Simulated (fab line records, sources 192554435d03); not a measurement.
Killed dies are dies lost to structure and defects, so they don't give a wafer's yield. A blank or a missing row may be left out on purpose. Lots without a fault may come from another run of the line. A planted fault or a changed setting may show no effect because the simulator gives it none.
Which tool did it? | flow n5_finfet | 9 lots, 24 wafers sampled, at 5 steps of a route of 1938

WHAT THE GAUGES READ, wafer by wafer
N5_BEOL_M4_RC_MEAS_101.
lot  | measured     | on        | DIBL_N (mV/V)
L160 | day 8 23:31  | prober-01 | 35.7 37.6
L161 | day 8 13:13  | prober-02 | 33.3 36.9 33.6
L164 | day 9 06:28  | prober-01 | 34.8 34.5 38.4
L166 | day 10 17:14 | prober-02 | 38.9 35.9 36.7
L167 | day 10 18:18 | prober-01 | 33.9 37.4
L170 | day 11 16:26 | prober-02 | 38.8 33.9 38.7
L172 | day 12 04:50 | prober-01 | 38.4 33.5 37.6
L180 | day 14 13:26 | prober-01 | 39.8 36.3 37.8
L181 | day 14 01:16 | prober-02 | 34.2 36.9

WHICH TOOL RAN EACH LOT (tool, then ch and the chambers of the sampled wafers, then the start)
lot  | N5_GATE_CUT_SAC_CAP_01            | N5_GATE_CUT_ETCH_36                | N5_GATE_CUT_HM_OPEN_40             | N5_GATE_CUT_CUT_ETCH_53
L160 | ald_sin-02 ch 1,2, day 4 22:31    | rie_diel-01 ch 1,3, day 5 01:46    | rie_diel-01 ch 1,3, day 5 01:53    | rie_metal-03 ch 1, day 5 02:06
L161 | ald_sin-03 ch 0,1, day 5 02:21    | rie_diel-01 ch 1,2, day 5 05:28    | rie_diel-01 ch 1,2, day 5 05:35    | rie_metal-01 ch 0,1, day 5 05:49
L164 | ald_sin-04 ch 0,2,3, day 5 21:32  | rie_diel-01 ch 0,2,3, day 6 00:39  | rie_diel-01 ch 0,2,3, day 6 00:46  | rie_metal-02 ch 0,1, day 6 00:59
L166 | ald_sin-04 ch 0,3, day 6 11:59    | rie_diel-02 ch 1,2, day 6 15:16    | rie_diel-02 ch 1,2, day 6 15:23    | rie_metal-01 ch 0,1, day 6 15:38
L167 | ald_sin-03 ch 0,1, day 6 15:48    | rie_diel-02 ch 0,1, day 6 17:58    | rie_diel-02 ch 0,1, day 6 18:05    | rie_metal-01 ch 0,1, day 6 18:20
L170 | ald_sin-03 ch 0,1,3, day 7 09:46  | rie_diel-02 ch 0,1,3, day 7 13:03  | rie_diel-02 ch 0,1,3, day 7 13:10  | rie_metal-01 ch 0,1, day 7 13:23
L172 | ald_sin-03 ch 0,1,3, day 7 21:38  | rie_diel-02 ch 0,1,2, day 8 00:57  | rie_diel-02 ch 0,1,2, day 8 01:04  | rie_metal-02 ch 0,1, day 8 01:17
L180 | ald_sin-04 ch 1,2,3, day 10 00:37 | rie_diel-01 ch 0,2,3, day 10 03:54 | rie_diel-01 ch 0,2,3, day 10 04:01 | rie_metal-02 ch 0,1, day 10 04:16
L181 | ald_sin-04 ch 2,3, day 10 04:21   | rie_diel-03 ch 0,2, day 10 07:29   | rie_diel-03 ch 0,2, day 10 07:35   | rie_metal-01 ch 0,1, day 10 07:49
- N5_GATE_CUT_SAC_CAP_01: material SiNx, target thk 24 nm, pulse time 1 s, ald cycles 480.
- N5_GATE_CUT_ETCH_36: etches SiARC in CF4, target depth 13 nm, time 21.7 s.
- N5_GATE_CUT_HM_OPEN_40: chemistry C4F6/O2, target SiO2, target depth 139 nm, time 85.1 s.
- N5_GATE_CUT_CUT_ETCH_53: etches W in SF6/Cl2, target depth 79.2 nm.

THE ANSWER, worked out from the rows above alone
Rule: what is usual is taken from the lots themselves. Put in order of their means at a reading, lots are off if they are a third of the lots or fewer, leave a main group of 4 or more, and stand apart from it by a gap of 3 or more times the standard deviation of the main group's means; of several such gaps the widest counts. A main group whose means are all the same, to the digits that the tables above print for the reading, isn't used. A lot without any number at a reading at which 4 lots or more have one is off too. The other lots that the step has rows for count as sound.
No lot is off at any reading shown: from this, nothing can be told.

WHAT THE SIMULATOR HAD PUT IN
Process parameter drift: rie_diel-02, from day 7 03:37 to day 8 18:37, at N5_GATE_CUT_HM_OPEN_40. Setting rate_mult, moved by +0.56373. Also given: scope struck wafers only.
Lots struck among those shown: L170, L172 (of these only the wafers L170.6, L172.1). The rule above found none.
